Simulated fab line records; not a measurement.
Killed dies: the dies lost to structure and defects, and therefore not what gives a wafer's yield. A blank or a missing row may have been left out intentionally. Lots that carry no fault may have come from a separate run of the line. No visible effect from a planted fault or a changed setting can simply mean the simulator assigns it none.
Check for tools in common / flow nand harc / 12 lots, 39 wafers sampled

## WHY IT WAS OPENED
On 1 of the 12 lots, a flag is raised at NHARC_P_GATE_CD_MEAS_91 on the reading cd nm. Wafers without a fault read 1999.8 nm, standard deviation 1.1.
Rule: a lot gets a flag if all its wafers with a number sit over 4 standard deviations from that mean, or if no wafer of it has a number. The other lots count as sound.

lot=L496; measured=day 6 03:17; on=cd sem-01; cd nm (nm), wafer by wafer=1999.3 1999.6 1997.4; flag=
lot=L497; measured=day 6 10:22; on=cd sem-01; cd nm (nm), wafer by wafer=1999.0 2000.7 2000.0; flag=
lot=L498; measured=day 7 00:21; on=cd sem-02; cd nm (nm), wafer by wafer=1999.2 1998.2 1999.5; flag=
lot=L499; measured=day 7 12:25; on=cd sem-03; cd nm (nm), wafer by wafer=1999.4 2000.1 1999.2; flag=
lot=L501; measured=day 8 08:31; on=cd sem-01; cd nm (nm), wafer by wafer=1998.5 1998.8 1999.6; flag=
lot=L502; measured=day 8 21:34; on=cd sem-01; cd nm (nm), wafer by wafer=2001.6 1998.7 1999.8; flag=
lot=L503; measured=day 9 05:13; on=cd sem-02; cd nm (nm), wafer by wafer=2001.0 1998.9 1999.6; flag=
lot=L506; measured=day 10 09:05; on=cd sem-03; cd nm (nm), wafer by wafer=1997.4 1998.0 1998.5; flag=
lot=L507; measured=day 10 22:46; on=cd sem-02; cd nm (nm), wafer by wafer=1999.5 1999.3 1999.0; flag=
lot=L511; measured=day 12 02:49; on=cd sem-03; cd nm (nm), wafer by wafer=1977.6 1976.0 1979.0 1977.6 1975.7 1979.0; flag=FLAGGED
lot=L512; measured=day 12 14:32; on=cd sem-02; cd nm (nm), wafer by wafer=2001.5 2001.7 2000.4; flag=
lot=L518; measured=day 15 05:32; on=cd sem-03; cd nm (nm), wafer by wafer=1999.0 1999.7 1999.5; flag=
On average the flagged lots' numbers are 1977.5 nm, which is -22.3 nm against the usual, or -20 standard deviations.

## WHICH TOOL EACH LOT WENT THROUGH
The record holds 3 process steps before the reading, out of a route of 1302 steps. Each cell gives the tool, then ch followed by the chambers the sampled wafers passed through, then the start.
lot=L496; flag=; NHARC_P_GATE_DESCUM_31=rie diel-06 ch 0,2,3, day 5 09:53; NHARC_P_GATE_ETCH_104=rie diel-06 ch 2,3, day 5 09:58; NHARC_P_GATE_EXPOSE_88=krf scanner-01 ch 0, day 6 03:08
lot=L497; flag=; NHARC_P_GATE_DESCUM_31=rie diel-07 ch 0,1,3, day 5 19:08; NHARC_P_GATE_ETCH_104=rie diel-07 ch 1,2, day 5 19:13; NHARC_P_GATE_EXPOSE_88=krf scanner-02 ch 0, day 6 10:13
lot=L498; flag=; NHARC_P_GATE_DESCUM_31=rie diel-09 ch 1,2,3, day 6 09:06; NHARC_P_GATE_ETCH_104=rie diel-09 ch 0,1, day 6 09:11; NHARC_P_GATE_EXPOSE_88=krf scanner-03 ch 0, day 7 00:11
lot=L499; flag=; NHARC_P_GATE_DESCUM_31=rie diel-06 ch 1,2,3, day 6 20:44; NHARC_P_GATE_ETCH_104=rie diel-06 ch 0,1, day 6 20:48; NHARC_P_GATE_EXPOSE_88=krf scanner-03 ch 0, day 7 12:16
lot=L501; flag=; NHARC_P_GATE_DESCUM_31=rie diel-07 ch 0,1,2, day 7 14:36; NHARC_P_GATE_ETCH_104=rie diel-07 ch 0,1,2, day 7 14:41; NHARC_P_GATE_EXPOSE_88=krf scanner-01 ch 0, day 8 08:21
lot=L502; flag=; NHARC_P_GATE_DESCUM_31=rie diel-09 ch 0,1,2, day 8 06:20; NHARC_P_GATE_ETCH_104=rie diel-09 ch 0,1,2, day 8 06:25; NHARC_P_GATE_EXPOSE_88=krf scanner-02 ch 0, day 8 21:25
lot=L503; flag=; NHARC_P_GATE_DESCUM_31=rie diel-07 ch 0,1, day 8 14:02; NHARC_P_GATE_ETCH_104=rie diel-07 ch 0,2, day 8 14:07; NHARC_P_GATE_EXPOSE_88=krf scanner-03 ch 0, day 9 05:04
lot=L506; flag=; NHARC_P_GATE_DESCUM_31=rie diel-06 ch 0,2,3, day 9 17:43; NHARC_P_GATE_ETCH_104=rie diel-06 ch 1,2, day 9 17:47; NHARC_P_GATE_EXPOSE_88=krf scanner-03 ch 0, day 10 08:55
lot=L507; flag=; NHARC_P_GATE_DESCUM_31=rie diel-06 ch 1,2,3, day 10 07:32; NHARC_P_GATE_ETCH_104=rie diel-06 ch 0,2,3, day 10 07:36; NHARC_P_GATE_EXPOSE_88=krf scanner-02 ch 0, day 10 22:37
lot=L511; flag=FLAGGED; NHARC_P_GATE_DESCUM_31=rie diel-09 ch 0,1,2, day 11 11:35; NHARC_P_GATE_ETCH_104=rie diel-09 ch 1,2, day 11 11:40; NHARC_P_GATE_EXPOSE_88=krf scanner-01 ch 0, day 12 02:39
lot=L512; flag=; NHARC_P_GATE_DESCUM_31=rie diel-09 ch 2,3, day 11 23:19; NHARC_P_GATE_ETCH_104=rie diel-09 ch 1,3, day 11 23:23; NHARC_P_GATE_EXPOSE_88=krf scanner-01 ch 0, day 12 14:23
lot=L518; flag=; NHARC_P_GATE_DESCUM_31=rie diel-07 ch 0,1,3, day 14 14:04; NHARC_P_GATE_ETCH_104=rie diel-07 ch 0,1,2, day 14 14:08; NHARC_P_GATE_EXPOSE_88=krf scanner-03 ch 0, day 15 05:22
What is done by these steps:
- NHARC_P_GATE_DESCUM_31: chemistry O2, time 3 s.
- NHARC_P_GATE_ETCH_104: etches the open film in CF4/CHF3, target depth 60 nm.
- NHARC_P_GATE_EXPOSE_88: exposes mask P HVN, target cd 2000 nm.
- NHARC_P_GATE_CD_MEAS_91: target cd 2000 nm.

## FLAGGED OVER TOTAL, TOOL BY TOOL (the gauges that took the reading come last)
step=NHARC_P_GATE_DESCUM_31; tool=rie diel-06; lots run=4; flagged=0; share of the flagged lots=none; sound lots run after its first flagged lot=-
step=NHARC_P_GATE_DESCUM_31; tool=rie diel-07; lots run=4; flagged=0; share of the flagged lots=none; sound lots run after its first flagged lot=-
step=NHARC_P_GATE_DESCUM_31; tool=rie diel-09; lots run=4; flagged=1; share of the flagged lots=all; sound lots run after its first flagged lot=1 (L512)
step=NHARC_P_GATE_ETCH_104; tool=rie diel-06; lots run=4; flagged=0; share of the flagged lots=none; sound lots run after its first flagged lot=-
step=NHARC_P_GATE_ETCH_104; tool=rie diel-07; lots run=4; flagged=0; share of the flagged lots=none; sound lots run after its first flagged lot=-
step=NHARC_P_GATE_ETCH_104; tool=rie diel-09; lots run=4; flagged=1; share of the flagged lots=all; sound lots run after its first flagged lot=1 (L512)
step=NHARC_P_GATE_EXPOSE_88; tool=krf scanner-01; lots run=4; flagged=1; share of the flagged lots=all; sound lots run after its first flagged lot=1 (L512)
step=NHARC_P_GATE_EXPOSE_88; tool=krf scanner-02; lots run=3; flagged=0; share of the flagged lots=none; sound lots run after its first flagged lot=-
step=NHARC_P_GATE_EXPOSE_88; tool=krf scanner-03; lots run=5; flagged=0; share of the flagged lots=none; sound lots run after its first flagged lot=-
step=NHARC_P_GATE_CD_MEAS_91; tool=cd sem-01; lots run=4; flagged=0; share of the flagged lots=none; sound lots run after its first flagged lot=-
step=NHARC_P_GATE_CD_MEAS_91; tool=cd sem-02; lots run=4; flagged=0; share of the flagged lots=none; sound lots run after its first flagged lot=-
step=NHARC_P_GATE_CD_MEAS_91; tool=cd sem-03; lots run=4; flagged=1; share of the flagged lots=all; sound lots run after its first flagged lot=1 (L518)

## WHAT THE TABLE ALLOWS
4 rows of the table ran every flagged lot: rie diel-09 at NHARC_P_GATE_DESCUM_31, rie diel-09 at NHARC_P_GATE_ETCH_104, krf scanner-01 at NHARC_P_GATE_EXPOSE_88, cd sem-03 at NHARC_P_GATE_CD_MEAS_91.
- rie diel-09 at NHARC_P_GATE_DESCUM_31 ran 4 lots, 1 of them flagged. After the first flagged lot (L512), sound lots still ran on it; a lasting fault on the whole tool would not permit that.
- rie diel-09 at NHARC_P_GATE_ETCH_104 ran 4 lots, 1 of them flagged. After the first flagged lot (L512), sound lots still ran on it; a lasting fault on the whole tool would not permit that.
- krf scanner-01 at NHARC_P_GATE_EXPOSE_88 ran 4 lots, 1 of them flagged. After the first flagged lot (L512), sound lots still ran on it; a lasting fault on the whole tool would not permit that.
- cd sem-03 at NHARC_P_GATE_CD_MEAS_91 ran 4 lots, 1 of them flagged. After the first flagged lot (L518), sound lots still ran on it; a lasting fault on the whole tool would not permit that.
No row of the table ran every flagged lot and no sound lot after the first.

## WHAT THE SIMULATOR HAD PUT IN
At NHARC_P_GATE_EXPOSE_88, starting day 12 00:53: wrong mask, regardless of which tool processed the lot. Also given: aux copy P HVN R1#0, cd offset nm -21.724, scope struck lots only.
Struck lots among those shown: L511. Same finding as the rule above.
